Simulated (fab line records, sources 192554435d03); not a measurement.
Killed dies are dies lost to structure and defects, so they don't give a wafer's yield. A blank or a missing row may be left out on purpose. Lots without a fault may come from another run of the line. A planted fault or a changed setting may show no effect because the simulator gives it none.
Which tool did it? | flow n5_finfet | 24 lots, 72 wafers sampled, at 5 steps of a route of 1938

WHAT THE GAUGES READ, wafer by wafer
N5_DUMMY_GATE_CD_MEAS_50: target cd 14 nm. Usual: cd_nm 13.98 nm, standard deviation 0.29.
lot  | measured    | on        | cd_nm (nm)        | flag
L074 | day 2 23:07 | cd_sem-03 | 13.90 14.31 13.99 |
L075 | day 3 03:58 | cd_sem-02 | 13.79 13.72 13.85 |
L076 | day 3 12:04 | cd_sem-02 | 13.85 13.73 13.53 |
L077 | day 3 18:51 | cd_sem-03 | 13.76 13.90 13.68 |
L078 | day 3 21:32 | cd_sem-02 | 13.74 14.22 14.12 |
L079 | day 4 04:50 | cd_sem-02 | 13.94 13.68 13.80 |
L080 | day 4 09:03 | cd_sem-03 | 14.13 13.96 13.87 |
L081 | day 4 16:23 | cd_sem-01 | 13.69 14.02 13.51 |
L082 | day 5 03:58 | cd_sem-03 | 13.60 14.32 13.85 |
L083 | day 5 07:32 | cd_sem-01 | 14.04 14.13 13.72 |
L084 | day 5 12:57 | cd_sem-03 | 14.06 14.52 13.50 |
L085 | day 5 18:16 | cd_sem-02 | 13.48 14.15 14.08 |
L086 | day 6 01:11 | cd_sem-03 | 14.14 14.45 13.77 |
L087 | day 6 05:06 | cd_sem-01 | 14.34 13.82 13.71 |
L088 | day 6 09:50 | cd_sem-02 | 13.93 13.96 14.04 |
L089 | day 6 18:45 | cd_sem-03 | 14.00 13.48 13.80 |
L090 | day 6 22:57 | cd_sem-03 | 14.16 14.07 13.77 |
L091 | day 7 05:58 | cd_sem-02 | 13.99 14.16 14.33 |
L092 | day 7 09:52 | cd_sem-02 | 14.15 13.92 14.27 |
L093 | day 7 17:14 | cd_sem-03 | 14.06 13.53 13.80 |
L094 | day 7 21:58 | cd_sem-03 | 14.07 14.27 14.11 |
L095 | day 8 05:14 | cd_sem-02 | 14.59 14.44 14.87 |
L096 | day 8 12:17 | cd_sem-01 | 13.88 14.69 14.22 |
L097 | day 8 16:22 | cd_sem-01 | 13.96 13.98 13.65 |

N5_ILD0_THK_MEAS_08. Usual: thk_nm 138.6 nm, standard deviation 0.95.
lot  | measured    | on            | thk_nm (nm)       | flag
L074 | day 3 12:51 | film_metro-01 | 137.9 138.8 139.8 |
L075 | day 3 17:53 | film_metro-01 | 139.3 139.1 139.3 |
L076 | day 4 02:14 | film_metro-01 | 137.4 137.5 138.1 |
L077 | day 4 09:50 | film_metro-01 | 139.8 139.9 140.0 |
L078 | day 4 11:32 | film_metro-02 | 140.4 139.5 139.6 |
L079 | day 4 19:14 | film_metro-01 | 138.9 138.6 139.9 |
L080 | day 4 23:13 | film_metro-01 | 138.9 139.8 139.0 |
L081 | day 5 08:53 | film_metro-01 | 137.4 138.1 139.2 |
L082 | day 5 19:13 | film_metro-02 | 138.2 137.6 137.1 |
L083 | day 5 21:31 | film_metro-01 | 138.5 138.4 138.1 |
L084 | day 6 02:49 | film_metro-01 | 138.2 138.0 139.7 |
L085 | day 6 09:34 | film_metro-01 | 139.1 140.6 138.6 |
L086 | day 6 15:29 | film_metro-01 | 138.4 139.0 139.3 |
L087 | day 6 18:59 | film_metro-02 | 138.0 137.3 137.1 |
L088 | day 7 00:08 | film_metro-02 | 137.5 138.1 137.3 |
L089 | day 7 08:52 | film_metro-02 | 138.6 137.3 138.8 |
L090 | day 7 13:08 | film_metro-01 | 139.0 139.1 139.0 |
L091 | day 7 22:01 | film_metro-02 | 139.5 139.9 139.8 |
L092 | day 8 00:07 | film_metro-01 | 138.3 139.1 139.4 |
L093 | day 8 06:50 | film_metro-01 | 138.9 139.4 137.9 |
L094 | day 8 12:31 | film_metro-01 | 139.7 137.9 138.1 |
L095 | day 8 19:16 | film_metro-01 | 139.2 138.1 139.3 |
L096 | day 9 03:21 | film_metro-02 | 136.4 137.8 137.6 |
L097 | day 9 06:54 | film_metro-01 | 138.6 138.8 138.4 |

WHICH TOOL RAN EACH LOT (tool, then ch and the chambers of the sampled wafers, then the start)
lot  | N5_DUMMY_GATE_STRIP_48            | N5_SD_EPI_N_VAPOR_ETCH_50      | N5_SD_ACTIVATION_RTA_00
L074 | rie_diel-06 ch 2,3, day 2 23:43   | epi_rpcvd-03 ch 0, day 3 02:26 | rtp_anneal-02 ch 0, day 3 09:07
L075 | rie_diel-06 ch 1,3, day 3 04:32   | epi_rpcvd-02 ch 0, day 3 07:28 | rtp_anneal-01 ch 0, day 3 14:09
L076 | rie_diel-06 ch 0,1,3, day 3 12:40 | epi_rpcvd-03 ch 0, day 3 15:41 | rtp_anneal-02 ch 0, day 3 22:23
L077 | rie_diel-01 ch 0,3, day 3 19:40   | epi_rpcvd-01 ch 0, day 3 22:46 | rtp_anneal-01 ch 0, day 4 06:07
L078 | rie_diel-02 ch 0,1,3, day 3 22:07 | epi_rpcvd-03 ch 0, day 4 00:58 | rtp_anneal-01 ch 0, day 4 07:47
L079 | rie_diel-01 ch 0,1,3, day 4 05:27 | epi_rpcvd-03 ch 0, day 4 08:23 | rtp_anneal-02 ch 0, day 4 15:07
L080 | rie_diel-06 ch 0,1,3, day 4 09:38 | epi_rpcvd-01 ch 0, day 4 12:32 | rtp_anneal-02 ch 0, day 4 19:08
L081 | rie_diel-01 ch 0,2,3, day 4 17:08 | epi_rpcvd-03 ch 0, day 4 21:33 | rtp_anneal-01 ch 0, day 5 04:44
L082 | rie_diel-02 ch 2,3, day 5 04:33   | epi_rpcvd-03 ch 0, day 5 08:34 | rtp_anneal-02 ch 0, day 5 15:28
L083 | rie_diel-06 ch 1,2,3, day 5 08:08 | epi_rpcvd-01 ch 0, day 5 11:05 | rtp_anneal-01 ch 0, day 5 17:47
L084 | rie_diel-06 ch 0,1, day 5 13:32   | epi_rpcvd-03 ch 0, day 5 16:13 | rtp_anneal-01 ch 0, day 5 23:00
L085 | rie_diel-01 ch 0,1,3, day 5 18:52 | epi_rpcvd-03 ch 0, day 5 21:44 | rtp_anneal-01 ch 0, day 6 05:35
L086 | rie_diel-01 ch 1,2, day 6 01:47   | epi_rpcvd-02 ch 0, day 6 04:55 | rtp_anneal-01 ch 0, day 6 11:43
L087 | rie_diel-02 ch 1,3, day 6 05:41   | epi_rpcvd-03 ch 0, day 6 08:30 | rtp_anneal-02 ch 0, day 6 15:16
L088 | rie_diel-02 ch 0,2, day 6 10:26   | epi_rpcvd-03 ch 0, day 6 13:24 | rtp_anneal-01 ch 0, day 6 20:14
L089 | rie_diel-01 ch 0,1,3, day 6 19:24 | epi_rpcvd-02 ch 0, day 6 22:04 | rtp_anneal-01 ch 0, day 7 05:07
L090 | rie_diel-02 ch 0,1,3, day 6 23:40 | epi_rpcvd-01 ch 0, day 7 02:29 | rtp_anneal-02 ch 0, day 7 09:23
L091 | rie_diel-02 ch 0,1,3, day 7 06:34 | epi_rpcvd-02 ch 0, day 7 10:45 | rtp_anneal-02 ch 0, day 7 18:12
L092 | rie_diel-02 ch 1,3, day 7 10:31   | epi_rpcvd-01 ch 0, day 7 13:40 | rtp_anneal-02 ch 0, day 7 20:23
L093 | rie_diel-01 ch 0,2, day 7 17:51   | epi_rpcvd-01 ch 0, day 7 20:30 | rtp_anneal-01 ch 0, day 8 03:04
L094 | rie_diel-06 ch 1,2, day 7 22:33   | epi_rpcvd-02 ch 0, day 8 01:43 | rtp_anneal-01 ch 0, day 8 08:48
L095 | rie_diel-01 ch 1,2, day 8 05:49   | epi_rpcvd-03 ch 0, day 8 08:35 | rtp_anneal-01 ch 0, day 8 15:17
L096 | rie_diel-01 ch 0,2, day 8 12:53   | epi_rpcvd-03 ch 0, day 8 16:40 | rtp_anneal-01 ch 0, day 8 23:23
L097 | rie_diel-06 ch 0,2,3, day 8 16:57 | epi_rpcvd-01 ch 0, day 8 20:14 | rtp_anneal-01 ch 0, day 9 03:05
- N5_DUMMY_GATE_STRIP_48: strips in N2/H2, time 20 s.
- N5_SD_EPI_N_VAPOR_ETCH_50: etches Si in HCl, time 54 s.
- N5_SD_ACTIVATION_RTA_00: time 0 s.

WHAT THE TOOLS THEMSELVES READ (means of the sampled wafers that have a number; where no wafer has one, the mark that the record gives instead)
N5_DUMMY_GATE_STRIP_48. Usual: bias_power_w 3.000 W, standard deviation 0.0098; drypump_motor_current_A 5.4 A, standard deviation 0.5; oes_product_au 0.77 a.u., standard deviation 0.052; rf_vpp_V 45.1 V, standard deviation 0.83; showerhead_plenum_p_Torr 3.33 Torr, standard deviation 0.12; temp_c 40.00 C, standard deviation 0.11; throttle_valve_pct 12.18 %, standard deviation 0.19.
lot  | tool        | bias_power_w (W) | drypump_motor_current_A (A) | oes_product_au (a.u.) | rf_vpp_V (V) | showerhead_plenum_p_Torr (Torr) | temp_c (C) | throttle_valve_pct (%) | flag
L074 | rie_diel-06 | 2.996            | 5.4                         | 0.73                  | 45.4         | 3.24                            | 40.03      | 12.21                  |
L075 | rie_diel-06 | 3.004            | 5.4                         | 0.74                  | 44.8         | 3.24                            | 40.04      | 12.22                  |
L076 | rie_diel-06 | 3.002            | 5.4                         | 0.75                  | 45.7         | 3.29                            | 40.10      | 12.30                  |
L077 | rie_diel-01 | 2.991            | 5.5                         | 0.79                  | 44.8         | 3.22                            | 39.87      | 12.07                  |
L078 | rie_diel-02 | 2.996            | 5.8                         | 0.84                  | 45.3         | 3.42                            | 40.06      | 11.98                  |
L079 | rie_diel-01 | 3.003            | 5.3                         | 0.76                  | 45.2         | 3.34                            | 39.94      | 12.22                  |
L080 | rie_diel-06 | 3.006            | 5.4                         | 0.74                  | 45.2         | 3.29                            | 39.97      | 12.31                  |
L081 | rie_diel-01 | 3.008            | 5.8                         | 0.76                  | 45.2         | 3.30                            | 39.92      | 12.12                  |
L082 | rie_diel-02 | 2.998            | 5.4                         | 0.78                  | 44.9         | 3.30                            | 39.87      | 12.10                  |
L083 | rie_diel-06 | 2.997            | 5.2                         | 0.75                  | 44.2         | 3.25                            | 40.19      | 12.19                  |
L084 | rie_diel-06 | 3.000            | 5.1                         | 0.77                  | 45.8         | 3.30                            | 39.94      | 12.28                  |
L085 | rie_diel-01 | 2.999            | 5.3                         | 0.75                  | 44.9         | 3.33                            | 40.05      | 12.24                  |
L086 | rie_diel-01 | 2.998            | 5.2                         | 0.73                  | 45.4         | 3.45                            | 39.97      | 12.28                  |
L087 | rie_diel-02 | 3.003            | 6.0                         | 0.79                  | 44.8         | 3.35                            | 40.01      | 12.09                  |
L088 | rie_diel-02 | 3.011            | 5.2                         | 0.80                  | 45.5         | 3.35                            | 39.97      | 12.06                  |
L089 | rie_diel-01 | 2.999            | 5.3                         | 0.74                  | 45.6         | 3.33                            | 40.07      | 12.26                  |
L090 | rie_diel-02 | 3.003            | 5.8                         | 0.82                  | 44.8         | 3.40                            | 39.93      | 12.02                  |
L091 | rie_diel-02 | 3.004            | 5.8                         | 0.81                  | 45.3         | 3.40                            | 39.90      | 12.02                  |
L092 | rie_diel-02 | 2.992            | 6.2                         | 0.78                  | 44.9         | 3.29                            | 39.98      | 12.11                  |
L093 | rie_diel-01 | 3.002            | 5.7                         | 0.77                  | 45.2         | 3.22                            | 40.04      | 12.01                  |
L094 | rie_diel-06 | 3.005            | 5.0                         | 0.76                  | 45.0         | 3.25                            | 40.00      | 12.19                  |
L095 | rie_diel-01 | 3.011            | 5.2                         | 0.71                  | 45.3         | 3.45                            | 40.00      | 12.33                  |
L096 | rie_diel-01 | 2.993            | 5.7                         | 0.77                  | 45.3         | 3.21                            | 39.85      | 12.02                  |
L097 | rie_diel-06 | 3.000            | 5.4                         | 0.72                  | 44.3         | 3.27                            | 40.11      | 12.40                  |

N5_SD_EPI_N_VAPOR_ETCH_50. Usual: throttle_valve_pct 11.6 %, standard deviation 0.4.
lot  | tool         | throttle_valve_pct (%) | flag
L074 | epi_rpcvd-03 | 11.3                   |
L075 | epi_rpcvd-02 | 12.1                   |
L076 | epi_rpcvd-03 | 11.1                   |
L077 | epi_rpcvd-01 | 11.6                   |
L078 | epi_rpcvd-03 | 11.2                   |
L079 | epi_rpcvd-03 | 11.2                   |
L080 | epi_rpcvd-01 | 11.7                   |
L081 | epi_rpcvd-03 | 11.3                   |
L082 | epi_rpcvd-03 | 11.2                   |
L083 | epi_rpcvd-01 | 11.7                   |
L084 | epi_rpcvd-03 | 11.2                   |
L085 | epi_rpcvd-03 | 11.4                   |
L086 | epi_rpcvd-02 | 12.2                   |
L087 | epi_rpcvd-03 | 11.3                   |
L088 | epi_rpcvd-03 | 11.1                   |
L089 | epi_rpcvd-02 | 12.2                   |
L090 | epi_rpcvd-01 | 11.8                   |
L091 | epi_rpcvd-02 | 12.2                   |
L092 | epi_rpcvd-01 | 11.7                   |
L093 | epi_rpcvd-01 | 11.8                   |
L094 | epi_rpcvd-02 | 12.2                   |
L095 | epi_rpcvd-03 | 11.1                   |
L096 | epi_rpcvd-03 | 11.3                   |
L097 | epi_rpcvd-01 | 11.6                   |

N5_SD_ACTIVATION_RTA_00. Usual: lamp_power_pct 8.96 %, standard deviation 0.055; lamp_zone_4_pct 8.949 %, standard deviation 0.026; wafer_temp_C_max 975.0, standard deviation 2.1.
lot  | tool          | lamp_power_pct (%) | lamp_zone_4_pct (%) | wafer_temp_C_max | flag
L074 | rtp_anneal-02 | 8.93               | 8.966               | 974.6            |
L075 | rtp_anneal-01 | 8.97               | 8.929               | 973.0            |
L076 | rtp_anneal-02 | 8.95               | 8.955               | 975.4            |
L077 | rtp_anneal-01 | 9.01               | 8.971               | 974.9            |
L078 | rtp_anneal-01 | 8.92               | 8.950               | 973.9            |
L079 | rtp_anneal-02 | 8.95               | 8.924               | 976.7            |
L080 | rtp_anneal-02 | 8.99               | 8.979               | 975.5            |
L081 | rtp_anneal-01 | 8.95               | 8.963               | 975.9            |
L082 | rtp_anneal-02 | 8.93               | 8.930               | 976.2            |
L083 | rtp_anneal-01 | 8.92               | 8.927               | 975.0            |
L084 | rtp_anneal-01 | 8.99               | 8.934               | 974.3            |
L085 | rtp_anneal-01 | 8.98               | 8.960               | 975.5            |
L086 | rtp_anneal-01 | 8.94               | 8.942               | 976.1            |
L087 | rtp_anneal-02 | 8.94               | 8.946               | 973.7            |
L088 | rtp_anneal-01 | 9.00               | 8.958               | 974.2            |
L089 | rtp_anneal-01 | 9.00               | 8.931               | 974.8            |
L090 | rtp_anneal-02 | 8.99               | 8.968               | 974.4            |
L091 | rtp_anneal-02 | 8.97               | 8.937               | 974.9            |
L092 | rtp_anneal-02 | 8.99               | 8.964               | 975.3            |
L093 | rtp_anneal-01 | 8.95               | 8.912               | 976.2            |
L094 | rtp_anneal-01 | 8.96               | 8.945               | 975.9            |
L095 | rtp_anneal-01 | 8.96               | 8.952               | 976.0            |
L096 | rtp_anneal-01 | 8.90               | 8.970               | 973.5            |
L097 | rtp_anneal-01 | 8.88               | 8.930               | 976.0            |

THE ANSWER, worked out from the rows above alone
Rule: a lot is off if the mean of its wafers that have a number lies more than 3 standard deviations from the usual mean. A lot without any number at a reading at which 4 lots or more have one is off too. The other lots that the step has rows for count as sound. The gauges are gone through in route order, then the tools' own readings, and for those a lot's mean is taken as printed above. The first step at which some lot is off is used, and at that step the reading that is off furthest; a lot without a number counts as furthest.
No lot is off at any reading shown: from this, nothing can be told.

WHAT THE SIMULATOR HAD PUT IN
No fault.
